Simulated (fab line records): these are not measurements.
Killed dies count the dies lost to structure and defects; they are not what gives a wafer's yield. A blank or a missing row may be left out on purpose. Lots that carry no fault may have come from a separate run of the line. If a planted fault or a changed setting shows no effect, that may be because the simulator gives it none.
fab line records | flow n5_finfet | part 1 of 2: steps 1 to 29 of 35
[record] lots = 5 | wafers = 15 | last_day = 19
route steps=1938 shown BEOL_M1@828 BEOL_M2@841
lots untouched by any fault: they come from a run of this same line in which no faults occurred
start_h: hours from the record's first day to the start of the lot's first wafer shown | wait_h: hours elapsed since this lot's preceding step | " as in the row above | L1.1+2: a row that stands for several wafers | - no value present, or no start provided | * or withheld: withheld | < > ~ a bound
route shown NAME@n: names a module that has steps shown in the file, with the first one's number in the route | usual: mean/standard deviation taken from wafers without a fault | same: alike in all rows | chamber/n: place in a boat | sites: the reading at each site | _std_site: standard deviation across them | _edge_site: outer sites' mean less inner sites' | radius_mm: for every site, how far away it sits from the centre of the wafer | mask NAME#n: copy n | behind: the last tool/chamber to shape the wafer | hold: what put the lot on hold/how long, in hours/how the hold closed | device: which transistor (n, p or np) failed to switch | end of line: the tests these same wafers got at the end of their route | a step with no rows: only its recipe | killed: dies lost to structure and defects at the first sort, not the wafer's yield | map: dies across one wafer; x = killed, . = not, _ = none there
set.NAME: the setting as run; set.NAME@STEP: as run at that earlier step | model.NAME: the simulator's own value behind a step, which no gauge read
lots seen at some steps along the route; tables by step, rows by wafer
services: from which hour (start_h, from the record's first day; less than 0 if before it) a tool's chamber was out of use, for how many hours, and why
[[steps]]
[step N5_BEOL_M1_SPUTTER_94]
[recipe] material = Cu | target_thk_a = 45 | temp_c = -20 | chamber_pressure_pa = 0.07 | power_w = withheld | time_s = 8.29
[usual] throttle_valve_pct = 30.3/0.73
lot.wafer | tool           | chamber | start_h | wait_h | throttle_valve_pct
L074.2    | pvd_sputter-02 | -       | 131.87  | 0.1    | 29.6
L074.3    | "              | -       | "       | "      | 30.3
L074.4    | "              | -       | "       | "      | 31.6
L076.1    | pvd_sputter-03 | -       | 147.35  | 0.1    | 29.8
L076.2    | "              | -       | "       | "      | 30.2
L076.3    | "              | -       | "       | "      | 29.2
L078.1    | pvd_sputter-02 | -       | 158.99  | 0.1    | 30.7
L078.2    | "              | -       | "       | "      | 30.1
L078.3    | "              | -       | "       | "      | 31.5
L087.3    | pvd_sputter-01 | -       | 233.02  | 0.1    | 30.3
L087.5    | "              | -       | "       | "      | 31.0
L087.6    | "              | -       | "       | "      | 30.9
L097.2    | pvd_sputter-03 | -       | 282.53  | 0.1    | 30.1
L097.3    | "              | -       | "       | "      | 29.7
L097.6    | "              | -       | "       | "      | 30.1
[step N5_BEOL_M1_ANNEAL_95]
[recipe] temp_c = 400 | time_s = 240 | ambient = vacuum
[usual] heater_power_w = 826/90
lot.wafer | tool           | chamber | start_h | wait_h | heater_power_w
L074.2    | pvd_sputter-02 | -       | 131.95  | 0.0    | 949
L074.3    | "              | -       | "       | "      | 709
L074.4    | "              | -       | "       | "      | 826
L076.1    | pvd_sputter-03 | -       | 147.43  | 0.0    | 791
L076.2    | "              | -       | "       | "      | 783
L076.3    | "              | -       | "       | "      | 854
L078.1    | pvd_sputter-02 | -       | 159.07  | 0.0    | 714
L078.2    | "              | -       | "       | "      | 945
L078.3    | "              | -       | "       | "      | 854
L087.3    | pvd_sputter-01 | -       | 233.11  | 0.0    | 1040
L087.5    | "              | -       | "       | "      | 829
L087.6    | "              | -       | "       | "      | 881
L097.2    | pvd_sputter-03 | -       | 282.61  | 0.0    | 779
L097.3    | "              | -       | "       | "      | 775
L097.6    | "              | -       | "       | "      | 788
[step N5_BEOL_M1_SPUTTER_96]
[recipe] material = Cu | target_thk_a = 45 | temp_c = -20 | chamber_pressure_pa = 0.07 | power_w = withheld | time_s = 8.29
[usual] throttle_valve_pct = 30.3/0.74
lot.wafer | tool           | chamber | start_h | wait_h | throttle_valve_pct
L074.2    | pvd_sputter-02 | -       | 132.09  | 0.1    | 29.8
L074.3    | "              | -       | "       | "      | 29.9
L074.4    | "              | -       | "       | "      | 31.6
L076.1    | pvd_sputter-03 | -       | 147.57  | 0.1    | 29.9
L076.2    | "              | -       | "       | "      | 30.1
L076.3    | "              | -       | "       | "      | 29.2
L078.1    | pvd_sputter-02 | -       | 159.21  | 0.1    | 30.5
L078.2    | "              | -       | "       | "      | 29.8
L078.3    | "              | -       | "       | "      | 31.5
L087.3    | pvd_sputter-01 | -       | 233.26  | 0.1    | 30.3
L087.5    | "              | -       | "       | "      | 30.9
L087.6    | "              | -       | "       | "      | 31.1
L097.2    | pvd_sputter-03 | -       | 282.75  | 0.1    | 30.5
L097.3    | "              | -       | "       | "      | 29.7
L097.6    | "              | -       | "       | "      | 29.8
[step N5_BEOL_M1_ECD_50]
[recipe] material = Cu | target_thk_a = 3000
lot.wafer  | tool      | chamber | start_h | wait_h
L074.2+3+4 | ecd_cu-01 | 1,0,1   | 132.21  | 0.1
L076.1+2+3 | ecd_cu-01 | 1,0,0   | 147.69  | 0.1
L078.1+2+3 | ecd_cu-02 | 0,1,0   | 159.32  | 0.1
L087.3+5+6 | ecd_cu-01 | 0,0,1   | 233.42  | 0.1
L097.2+3+6 | ecd_cu-02 | 0,1,1   | 282.87  | 0.1
[step N5_BEOL_M1_ANNEAL_51]
[recipe] temp_c = 225 | time_s = 90 | ambient = N2
[usual] anneal_temp_c = 225.00/0.16 | wafer_temp_C_max = 226.3/0.51
lot.wafer | tool          | chamber | start_h | wait_h | anneal_temp_c | wafer_temp_C_max
L074.2    | rtp_anneal-02 | 0       | 132.59  | 0.4    | 225.09        | 226.9
L074.3    | "             | 0       | "       | "      | 225.12        | 226.8
L074.4    | "             | 0       | "       | "      | 225.00        | 226.4
L076.1    | rtp_anneal-02 | 0       | 147.77  | 0.1    | 225.10        | 227.0
L076.2    | "             | 0       | "       | "      | 224.72        | 226.6
L076.3    | "             | 0       | "       | "      | 224.63        | 226.7
L078.1    | rtp_anneal-02 | 0       | 159.58  | 0.2    | 224.92        | 226.8
L078.2    | "             | 0       | "       | "      | 225.31        | 226.5
L078.3    | "             | 0       | "       | "      | 225.07        | 226.4
L087.3    | rtp_anneal-02 | 0       | 233.57  | 0.1    | 225.21        | 226.9
L087.5    | "             | 0       | "       | "      | 225.33        | 227.1
L087.6    | "             | 0       | "       | "      | 225.09        | 227.0
L097.2    | rtp_anneal-01 | 0       | 282.99  | 0.1    | 224.96        | 225.7
L097.3    | "             | 0       | "       | "      | 225.13        | 225.7
L097.6    | "             | 0       | "       | "      | 225.32        | 225.9
[step N5_BEOL_M1_CMP_52]
[recipe] stop_on = SiOC | t_overpolish_s = 6.8 | down_force_psi = 1 | platen_rpm = 50 | clearing_platen_down_force_psi = 1.5 | clearing_platen_rpm = 50 | post_cmp_clean = cu_alkaline | target_thk_nm = 40 | clearing_platen_pad_velocity_m_s = 0.99484 | pad_velocity_m_s = 0.99484
[usual] barrier_field_endpoint_s = 24.6/0.7 | motor_current_A = 5.9/0.62 | overpolish_run_s = 6.799/0.0086 | retaining_ring_pressure_frac = 1.000/0.0047 | time_to_endpoint_s = 63/3.6
lot.wafer | tool   | chamber | start_h | wait_h | barrier_field_endpoint_s | motor_current_A | overpolish_run_s | retaining_ring_pressure_frac | time_to_endpoint_s
L074.4    | cmp-04 | 0       | 132.98  | 0.3    | 23.8                     | 6.0             | 6.802            | 0.993                        | 59
L074.2    | "      | 1       | "       | "      | 24.5                     | 6.9             | 6.808            | 0.996                        | 65
L074.3    | "      | 2       | "       | "      | 24.2                     | 5.7             | 6.814            | 1.004                        | 60
L076.2    | cmp-02 | 0       | 148.06  | 0.2    | 25.0                     | 5.7             | 6.790            | 0.999                        | 64
L076.3    | "      | 2       | "       | "      | 24.5                     | 4.7             | 6.795            | 0.998                        | 67
L076.1    | "      | 3       | "       | "      | 24.2                     | 6.1             | 6.807            | 0.998                        | 62
L078.3    | cmp-02 | 3       | 160.18  | 0.3    | 25.1                     | 5.8             | 6.788            | 0.995                        | 64
L078.1    | "      | 0       | "       | "      | 25.4                     | 5.8             | 6.791            | 0.998                        | 67
L078.2    | "      | 1       | "       | "      | 24.4                     | 5.9             | 6.800            | 0.992                        | 63
L087.3    | cmp-02 | 2       | 233.82  | 0.2    | 25.1                     | 4.8             | 6.800            | 1.010                        | 62
L087.5    | "      | 1       | "       | "      | 24.3                     | 5.4             | 6.812            | 1.002                        | 60
L087.6    | "      | 2       | "       | "      | 25.9                     | 4.7             | 6.809            | 1.003                        | 67
L097.2    | cmp-02 | 0       | 283.30  | 0.3    | 24.3                     | 5.8             | 6.807            | 1.004                        | 65
L097.3    | "      | 1       | "       | "      | 23.4                     | 5.5             | 6.796            | 1.007                        | 58
L097.6    | "      | 0       | "       | "      | 24.9                     | 6.0             | 6.811            | 1.009                        | 67
[step N5_BEOL_M1_THK_MEAS_53]
[recipe] thk_meas_gauge = xrf | reads = Cu_of_BEOL_M1_ECD_50
[usual] M1_THK = 40.8/2.1
lot.wafer | tool          | chamber | start_h | wait_h | M1_THK[nm]
L074.2    | film_metro-01 | -       | 133.27  | -      | 40.7
L074.3    | "             | -       | "       | "      | 38.6
L074.4    | "             | -       | "       | "      | 40.5
L076.1    | film_metro-01 | -       | 148.36  | -      | 40.6
L076.2    | "             | -       | "       | "      | 41.9
L076.3    | "             | -       | "       | "      | 41.8
L078.1    | film_metro-01 | -       | 160.44  | -      | 40.0
L078.2    | "             | -       | "       | "      | 37.9
L078.3    | "             | -       | "       | "      | 41.5
L087.3    | film_metro-02 | -       | 234.08  | -      | 39.9
L087.5    | "             | -       | "       | "      | 39.5
L087.6    | "             | -       | "       | "      | 40.8
L097.2    | film_metro-01 | -       | 283.56  | -      | 41.3
L097.3    | "             | -       | "       | "      | 38.8
L097.6    | "             | -       | "       | "      | 42.8
[step N5_BEOL_M1_PRE_CLEAN_60]
[recipe] gas = NH3/H2 | time_s = 15 | temp_c = * | rf_power_w = 300
[usual] heater_power_w = 78/15
lot.wafer | tool      | chamber | start_h | wait_h | heater_power_w
L074.2    | cvd_co-01 | 2       | 133.31  | 0.0    | 80
L074.3    | "         | 0       | "       | "      | 87
L074.4    | "         | 1       | "       | "      | 60
L076.1    | cvd_co-01 | 2       | 148.40  | 0.0    | 79
L076.2    | "         | 1       | "       | "      | 61
L076.3    | "         | 0       | "       | "      | 87
L078.1    | cvd_co-02 | 0       | 160.47  | 0.0    | 57
L078.2    | "         | 2       | "       | "      | 101
L078.3    | "         | 1       | "       | "      | 80
L087.3    | cvd_co-02 | 2       | 234.11  | 0.0    | 105
L087.5    | "         | 0       | "       | "      | 57
L087.6    | "         | 1       | "       | "      | 81
L097.2    | cvd_co-01 | 1       | 283.64  | 0.1    | 59
L097.3    | "         | 2       | "       | "      | 80
L097.6    | "         | 0       | "       | "      | 89
[step N5_BEOL_M1_CO_CAP_55]
[recipe] material = Co | target_thk_a = 20 | temp_c = 200 | precursor = CCTBA/H2 | pressure_torr = 30 | time_s = 102.1
[usual] heater_power_w = 227/19
lot.wafer | tool      | chamber | start_h | wait_h | heater_power_w
L074.2    | cvd_co-01 | 2       | 133.35  | 0.0    | 227
L074.3    | "         | 0       | "       | "      | 241
L074.4    | "         | 1       | "       | "      | 210
L076.1    | cvd_co-01 | 2       | 148.44  | 0.0    | 233
L076.2    | "         | 1       | "       | "      | 205
L076.3    | "         | 0       | "       | "      | 237
L078.1    | cvd_co-02 | 0       | 160.51  | 0.0    | 200
L078.2    | "         | 2       | "       | "      | 255
L078.3    | "         | 1       | "       | "      | 231
L087.3    | cvd_co-02 | 2       | 234.15  | 0.0    | 267
L087.5    | "         | 0       | "       | "      | 206
L087.6    | "         | 1       | "       | "      | 232
L097.2    | cvd_co-01 | 1       | 283.68  | 0.0    | 209
L097.3    | "         | 2       | "       | "      | 235
L097.6    | "         | 0       | "       | "      | 233
[step N5_BEOL_M1_PRE_CLEAN_56]
[recipe] gas = NH3 | time_s = 15 | temp_c = withheld | rf_power_w = 300
lot.wafer  | tool     | chamber | start_h | wait_h
L074.2+3+4 | pecvd-04 | 1,2,2   | 133.44  | 0.1
L076.1+2+3 | pecvd-02 | 2,0,1   | 148.53  | 0.1
L078.1+2+3 | pecvd-02 | 0,2,1   | 160.60  | 0.1
L087.3+5+6 | pecvd-04 | 0,0,1   | 234.26  | 0.1
L097.2+3+6 | pecvd-03 | 1,0,0   | 283.77  | 0.1
[step N5_BEOL_M1_DEP_57]
[recipe] material = SiCN | target_thk_a = 80 | temp_c = withheld | precursor = 3MS/NH3 | pressure_torr = 3 | rf_w = 202 | time_s = 14
[usual] showerhead_plenum_p_Torr = 3.672/0.012 | throttle_valve_pct = 9.0/0.47
lot.wafer | tool     | chamber | start_h | wait_h | showerhead_plenum_p_Torr | throttle_valve_pct
L074.2    | pecvd-04 | 1       | 133.47  | 0.0    | 3.669                    | 9.7
L074.3    | "        | 2       | "       | "      | 3.676                    | 8.6
L074.4    | "        | 2       | "       | "      | 3.666                    | 8.7
L076.1    | pecvd-02 | 2       | 148.55  | 0.0    | 3.689                    | 9.0
L076.2    | "        | 0       | "       | "      | 3.678                    | 8.9
L076.3    | "        | 1       | "       | "      | 3.684                    | 9.3
L078.1    | pecvd-02 | 0       | 160.63  | 0.0    | 3.671                    | 8.7
L078.2    | "        | 2       | "       | "      | 3.689                    | 8.8
L078.3    | "        | 1       | "       | "      | 3.674                    | 9.1
L087.3    | pecvd-04 | 0       | 234.30  | 0.0    | 3.655                    | 9.6
L087.5    | "        | 0       | "       | "      | 3.666                    | 9.6
L087.6    | "        | 1       | "       | "      | 3.672                    | 9.9
L097.2    | pecvd-03 | 1       | 283.79  | 0.0    | 3.658                    | 8.7
L097.3    | "        | 0       | "       | "      | 3.652                    | 8.6
L097.6    | "        | 0       | "       | "      | 3.656                    | 8.7
[step N5_BEOL_M1_RS_MEAS_58]
[recipe] thk_meas_gauge = four-point-probe | reads = Co_of_BEOL_M1_CO_CAP_55+Cu_of_BEOL_M1_ECD_50+Co_of_BEOL_M1_CVD_47+TaN_of_BEOL_M1_ALD_84
[usual] M1_RS = 0.66/0.043
lot.wafer | tool          | chamber | start_h | wait_h | M1_RS[ohm/sq]
L074.2    | film_metro-01 | -       | 133.53  | 0.1    | 0.66
L074.3    | "             | -       | "       | "      | 0.71
L074.4    | "             | -       | "       | "      | 0.67
L076.1    | film_metro-01 | -       | 148.62  | 0.0    | 0.66
L076.2    | "             | -       | "       | "      | 0.64
L076.3    | "             | -       | "       | "      | 0.63
L078.1    | film_metro-02 | -       | 160.70  | 0.0    | 0.68
L078.2    | "             | -       | "       | "      | 0.72
L078.3    | "             | -       | "       | "      | 0.65
L087.3    | film_metro-02 | -       | 234.37  | 0.1    | 0.67
L087.5    | "             | -       | "       | "      | 0.68
L087.6    | "             | -       | "       | "      | 0.65
L097.2    | film_metro-01 | -       | 283.86  | 0.1    | 0.66
L097.3    | "             | -       | "       | "      | 0.71
L097.6    | "             | -       | "       | "      | 0.62
[step N5_BEOL_M1_INSPECT_59]
[recipe] inspect_instrument = darkfield | mode = post_dep
[usual] raw_defect_count = 81/28
lot.wafer | tool              | chamber | start_h | wait_h | raw_defect_count
L074.2    | defect_inspect-01 | -       | 133.56  | 0.0    | 49
L074.3    | "                 | -       | "       | "      | 124
L074.4    | "                 | -       | "       | "      | 87
L076.1    | defect_inspect-01 | -       | 148.64  | 0.0    | 65
L076.2    | "                 | -       | "       | "      | 33
L076.3    | "                 | -       | "       | "      | 43
L078.1    | defect_inspect-01 | -       | 160.72  | 0.0    | 62
L078.2    | "                 | -       | "       | "      | 91
L078.3    | "                 | -       | "       | "      | 62
L087.3    | defect_inspect-02 | -       | 234.39  | 0.0    | 82
L087.5    | "                 | -       | "       | "      | 43
L087.6    | "                 | -       | "       | "      | 83
L097.2    | defect_inspect-01 | -       | 283.89  | 0.0    | 90
L097.3    | "                 | -       | "       | "      | 80
L097.6    | "                 | -       | "       | "      | 54
[step N5_BEOL_M2_ILD_DEP_00]
[recipe] material = SiOC | target_thk_a = 790 | temp_c = 350 | precursor = DEMS/O2 | pressure_torr = 5 | rf_w = 500 | time_s = 15.3
[usual] heater_power_w = 490/92 | showerhead_plenum_p_Torr = 5.689/0.018 | throttle_valve_pct = 12.0/0.68
lot.wafer | tool     | chamber | start_h | wait_h | heater_power_w | showerhead_plenum_p_Torr | throttle_valve_pct
L074.2    | pecvd-01 | 2       | 133.60  | 0.0    | 568            | 5.659                    | 11.6
L074.3    | "        | 1       | "       | "      | 350            | 5.710                    | 13.2
L074.4    | "        | 0       | "       | "      | 455            | 5.689                    | 12.2
L076.1    | pecvd-04 | 1       | 148.68  | 0.0    | 366            | 5.716                    | 13.0
L076.2    | "        | 0       | "       | "      | 525            | 5.687                    | 12.4
L076.3    | "        | 2       | "       | "      | 449            | 5.720                    | 11.2
L078.1    | pecvd-03 | 0       | 160.76  | 0.0    | 487            | 5.693                    | 11.5
L078.2    | "        | 2       | "       | "      | 683            | 5.705                    | 11.1
L078.3    | "        | 1       | "       | "      | 562            | 5.684                    | 11.6
L087.3    | pecvd-03 | 0       | 234.43  | 0.0    | 511            | 5.675                    | 11.3
L087.5    | "        | 1       | "       | "      | 581            | 5.695                    | 11.3
L087.6    | "        | 0       | "       | "      | 508            | 5.693                    | 11.3
L097.2    | pecvd-01 | 1       | 283.92  | 0.0    | 344            | 5.695                    | 13.3
L097.3    | "        | 0       | "       | "      | 420            | 5.687                    | 12.3
L097.6    | "        | 1       | "       | "      | 335            | 5.707                    | 13.0
[step N5_BEOL_M2_THK_MEAS_01]
[recipe] reads = SiOC_of_BEOL_M2_ILD_DEP_00
[usual] M2_ILD_THK = 79.1/1.2
lot.wafer | tool          | chamber | start_h | wait_h | M2_ILD_THK[nm]
L074.2    | film_metro-01 | -       | 133.66  | 0.1    | 78.4
L074.3    | "             | -       | "       | "      | 77.8
L074.4    | "             | -       | "       | "      | 81.1
L076.1    | film_metro-01 | -       | 148.75  | 0.0    | 78.6
L076.2    | "             | -       | "       | "      | 80.7
L076.3    | "             | -       | "       | "      | 79.0
L078.1    | film_metro-02 | -       | 160.83  | 0.0    | 80.1
L078.2    | "             | -       | "       | "      | 77.6
L078.3    | "             | -       | "       | "      | 78.3
L087.3    | film_metro-01 | -       | 234.50  | 0.1    | 80.1
L087.5    | "             | -       | "       | "      | 79.8
L087.6    | "             | -       | "       | "      | 82.6
L097.2    | film_metro-02 | -       | 283.99  | 0.1    | 78.1
L097.3    | "             | -       | "       | "      | 78.7
L097.6    | "             | -       | "       | "      | 79.5
[step N5_BEOL_M2_PECVD_72]
[recipe] material = SiO2 | target_thk_a = 160 | temp_c = 400 | precursor = TEOS/O2 | pressure_torr = 5.5 | rf_w = 450 | teos_flow_sccm = 53.8 | gas = O2 | flow_sccm = 3000 | time_s = 18
[usual] heater_power_w = 685/100 | showerhead_plenum_p_Torr = 8.78/0.054 | throttle_valve_pct = 22.9/1.4
lot.wafer | tool     | chamber | start_h | wait_h | heater_power_w | showerhead_plenum_p_Torr | throttle_valve_pct
L074.2    | pecvd-04 | 0       | 133.70  | 0.0    | 686            | 8.80                     | 23.7
L074.3    | "        | 1       | "       | "      | 551            | 8.80                     | 24.8
L074.4    | "        | 0       | "       | "      | 683            | 8.79                     | 23.9
L076.1    | pecvd-03 | 0       | 148.79  | 0.0    | 683            | 8.76                     | 21.8
L076.2    | "        | 1       | "       | "      | 851            | 8.75                     | 21.7
L076.3    | "        | 1       | "       | "      | 893            | 8.74                     | 21.3
L078.1    | pecvd-01 | 2       | 160.87  | 0.0    | 853            | 8.63                     | 21.7
L078.2    | "        | 1       | "       | "      | 593            | 8.79                     | 24.6
L078.3    | "        | 0       | "       | "      | 677            | 8.74                     | 22.7
L087.3    | pecvd-04 | 0       | 234.55  | 0.1    | 694            | 8.77                     | 24.0
L087.5    | "        | 0       | "       | "      | 692            | 8.78                     | 23.9
L087.6    | "        | 1       | "       | "      | 581            | 8.80                     | 24.5
L097.2    | pecvd-03 | 1       | 284.03  | 0.0    | 757            | 8.76                     | 21.5
L097.3    | "        | 0       | "       | "      | 706            | 8.76                     | 21.5
L097.6    | "        | 1       | "       | "      | 756            | 8.76                     | 21.3
[step N5_BEOL_M2_HM_DEP_02]
[recipe] material = TiN | target_thk_a = 200 | temp_c = 25 | chamber_pressure_pa = 0.49996
[usual] throttle_valve_pct = 30.1/0.67
lot.wafer | tool           | chamber | start_h | wait_h | throttle_valve_pct
L074.2    | pvd_sputter-02 | -       | 134.97  | 1.3    | 29.8
L074.3    | "              | -       | "       | "      | 30.7
L074.4    | "              | -       | "       | "      | 30.0
L076.1    | pvd_sputter-01 | -       | 150.02  | 1.2    | 30.4
L076.2    | "              | -       | "       | "      | 30.4
L076.3    | "              | -       | "       | "      | 30.8
L078.1    | pvd_sputter-01 | -       | 163.06  | 2.2    | 30.8
L078.2    | "              | -       | "       | "      | 30.8
L078.3    | "              | -       | "       | "      | 29.3
L087.3    | pvd_sputter-03 | -       | 235.09  | 0.5    | 29.4
L087.5    | "              | -       | "       | "      | 29.6
L087.6    | "              | -       | "       | "      | 30.4
L097.2    | pvd_sputter-03 | -       | 284.67  | 0.6    | 29.6
L097.3    | "              | -       | "       | "      | 29.6
L097.6    | "              | -       | "       | "      | 30.5
[step N5_BEOL_M2_COAT_61]
[recipe] resist = SOC | temp_c = 250 | time_s = 60 | spin_rpm = 1500 | resist_thk_nm = 60
lot.wafer  | tool           | chamber | start_h | wait_h
L074.2+3+4 | litho_track-01 | 0       | 135.10  | 0.1
L076.1+2+3 | litho_track-05 | 0       | 150.16  | 0.1
L078.1+2+3 | litho_track-05 | 0       | 163.20  | 0.1
L087.3+5+6 | litho_track-01 | 0       | 235.22  | 0.1
L097.2+3+6 | litho_track-02 | 0       | 284.79  | 0.1
[step N5_BEOL_M2_COAT_62]
[recipe] resist = SiARC | temp_c = 220 | time_s = 60 | spin_rpm = 1500 | resist_thk_nm = 12
lot.wafer  | tool           | chamber | start_h | wait_h
L074.2+3+4 | litho_track-01 | 0       | -       | -
L076.1+2+3 | litho_track-05 | 0       | -       | -
L078.1+2+3 | litho_track-05 | 0       | -       | -
L087.3+5+6 | litho_track-01 | 0       | -       | -
L097.2+3+6 | litho_track-02 | 0       | -       | -
[step N5_BEOL_M2_COAT_73]
[recipe] resist = underlayer | temp_c = 205 | time_s = 60 | spin_rpm = 1500 | resist_thk_nm = 5
lot.wafer  | tool           | chamber | start_h | wait_h
L074.2+3+4 | litho_track-01 | 0       | -       | -
L076.1+2+3 | litho_track-05 | 0       | -       | -
L078.1+2+3 | litho_track-05 | 0       | -       | -
L087.3+5+6 | litho_track-01 | 0       | -       | -
L097.2+3+6 | litho_track-02 | 0       | -       | -
[step N5_BEOL_M2_COAT_05]
[recipe] resist = CAR-EUV | spin_rpm = 1500 | resist_thk_nm = 30
lot.wafer  | tool           | chamber | start_h | wait_h
L074.2+3+4 | litho_track-01 | 0       | -       | -
L076.1+2+3 | litho_track-05 | 0       | -       | -
L078.1+2+3 | litho_track-05 | 0       | -       | -
L087.3+5+6 | litho_track-01 | 0       | -       | -
L097.2+3+6 | litho_track-02 | 0       | -       | -
[step N5_BEOL_M2_EBR_07]
[recipe] solvent = PGMEA | ebr_width_mm = 1.5
lot.wafer  | tool           | chamber | start_h | wait_h
L074.2+3+4 | litho_track-01 | 0       | -       | -
L076.1+2+3 | litho_track-05 | 0       | -       | -
L078.1+2+3 | litho_track-05 | 0       | -       | -
L087.3+5+6 | litho_track-01 | 0       | -       | -
L097.2+3+6 | litho_track-02 | 0       | -       | -
[step N5_BEOL_M2_SOFTBAKE_06]
[recipe] temp_c = 110 | time_s = 60 | resist = CAR-EUV
lot.wafer  | tool           | chamber | start_h | wait_h
L074.2+3+4 | litho_track-01 | 0       | -       | -
L076.1+2+3 | litho_track-05 | 0       | -       | -
L078.1+2+3 | litho_track-05 | 0       | -       | -
L087.3+5+6 | litho_track-01 | 0       | -       | -
L097.2+3+6 | litho_track-02 | 0       | -       | -
[step N5_BEOL_M2_EXPOSE_08]
[recipe] mask_id = M2 | na = 0.33 | source_shape = dipole | sigma_inner = 0.369 | sigma_outer = 0.767 | polarization = unpolarized | dose_mj = 41.25
lot.wafer  | tool           | chamber | start_h | wait_h | mask
L074.2+3+4 | euv_scanner-02 | 0       | 135.37  | -      | M2#0
L076.1+2+3 | euv_scanner-02 | 0       | 150.42  | -      | M2#0
L078.1+2+3 | euv_scanner-01 | 0       | 163.46  | -      | M2#0
L087.3+5+6 | euv_scanner-02 | 0       | 235.37  | -      | M2#0
L097.2+3+6 | euv_scanner-01 | 0       | 284.94  | -      | M2#0
[step N5_BEOL_M2_PEB_09]
[recipe] peb_temp_c = 100 | peb_time_s = 60 | resist = CAR-EUV
lot.wafer  | tool           | chamber | start_h | wait_h
L074.2+3+4 | litho_track-01 | 0       | 135.43  | 0.1
L076.1+2+3 | litho_track-05 | 0       | 150.49  | 0.1
L078.1+2+3 | litho_track-01 | 0       | 163.52  | 0.1
L087.3+5+6 | litho_track-02 | 0       | 235.42  | 0.0
L097.2+3+6 | litho_track-02 | 0       | 285.00  | 0.1
[step N5_BEOL_M2_DEVELOP_10]
[recipe] develop_time_s = 30 | developer = TMAH | resist = CAR-EUV | rinse_liquid = surfactant_rinse | dry = air_spin | dev_temp_c = 23
lot.wafer  | tool           | chamber | start_h | wait_h
L074.2+3+4 | litho_track-01 | 0       | -       | -
L076.1+2+3 | litho_track-05 | 0       | -       | -
L078.1+2+3 | litho_track-01 | 0       | -       | -
L087.3+5+6 | litho_track-02 | 0       | -       | -
L097.2+3+6 | litho_track-02 | 0       | -       | -
[step N5_BEOL_M2_CD_MEAS_11]
[recipe] target_cd_nm = 16.79 | landing_energy_ev = 500 | detector = se_inlens | polarity = opening
[usual] cd_nm = 16.79/0.24
[same] landing_energy_ev = 500
lot.wafer | tool      | chamber | start_h | wait_h | cd_nm
L074.2    | cd_sem-01 | 0       | 135.49  | -      | 16.86
L074.3    | "         | 0       | "       | "      | 17.04
L074.4    | "         | 0       | "       | "      | 16.76
L076.1    | cd_sem-02 | 0       | 150.56  | -      | 16.78
L076.2    | "         | 0       | "       | "      | 16.71
L076.3    | "         | 0       | "       | "      | 16.92
L078.1    | cd_sem-02 | 0       | 163.59  | -      | 16.71
L078.2    | "         | 0       | "       | "      | 16.98
L078.3    | "         | 0       | "       | "      | 16.77
L087.3    | cd_sem-01 | 0       | 235.49  | -      | 16.69
L087.5    | "         | 0       | "       | "      | 16.98
L087.6    | "         | 0       | "       | "      | 17.16
L097.2    | cd_sem-01 | 0       | 285.06  | -      | 16.90
L097.3    | "         | 0       | "       | "      | 16.12
L097.6    | "         | 0       | "       | "      | 16.69
[step N5_BEOL_M2_OVL_MEAS_12]
[recipe] points_per_wafer = 522
[usual] M2_OVL = 0.3/0.59
[same] points_per_wafer = 522
lot.wafer | tool       | chamber | start_h | wait_h | M2_OVL[nm]
L074.2    | overlay-01 | 0       | 135.53  | 0.0    | 0.3
L074.3    | "          | 0       | "       | "      | 1.1
L074.4    | "          | 0       | "       | "      | 0.1
L076.1    | overlay-02 | 0       | 150.59  | 0.0    | 0.1
L076.2    | "          | 0       | "       | "      | 1.0
L076.3    | "          | 0       | "       | "      | 0.7
L078.1    | overlay-01 | 0       | 163.62  | 0.0    | -0.4
L078.2    | "          | 0       | "       | "      | -0.6
L078.3    | "          | 0       | "       | "      | 1.3
L087.3    | overlay-02 | 0       | 235.53  | 0.0    | 0.0
L087.5    | "          | 0       | "       | "      | -0.4
L087.6    | "          | 0       | "       | "      | -0.4
L097.2    | overlay-02 | 0       | 285.10  | 0.0    | 0.6
L097.3    | "          | 0       | "       | "      | 0.6
L097.6    | "          | 0       | "       | "      | 0.7
[step N5_BEOL_M2_INSPECT_13]
[recipe] mode = adi | inspect_instrument = brightfield
[usual] raw_defect_count = 436/99
lot.wafer | tool              | chamber | start_h | wait_h | raw_defect_count
L074.2    | defect_inspect-01 | -       | 135.59  | 0.1    | 279
L074.3    | "                 | -       | "       | "      | 386
L074.4    | "                 | -       | "       | "      | 301
L076.1    | defect_inspect-01 | -       | 150.64  | 0.1    | 359
L076.2    | "                 | -       | "       | "      | 698
L076.3    | "                 | -       | "       | "      | 528
L078.1    | defect_inspect-01 | -       | 163.68  | 0.1    | 401
L078.2    | "                 | -       | "       | "      | 385
L078.3    | "                 | -       | "       | "      | 375
L087.3    | defect_inspect-02 | -       | 235.57  | 0.0    | 465
L087.5    | "                 | -       | "       | "      | 464
L087.6    | "                 | -       | "       | "      | 499
L097.2    | defect_inspect-02 | -       | 285.15  | 0.0    | 522
L097.3    | "                 | -       | "       | "      | 421
L097.6    | "                 | -       | "       | "      | 374
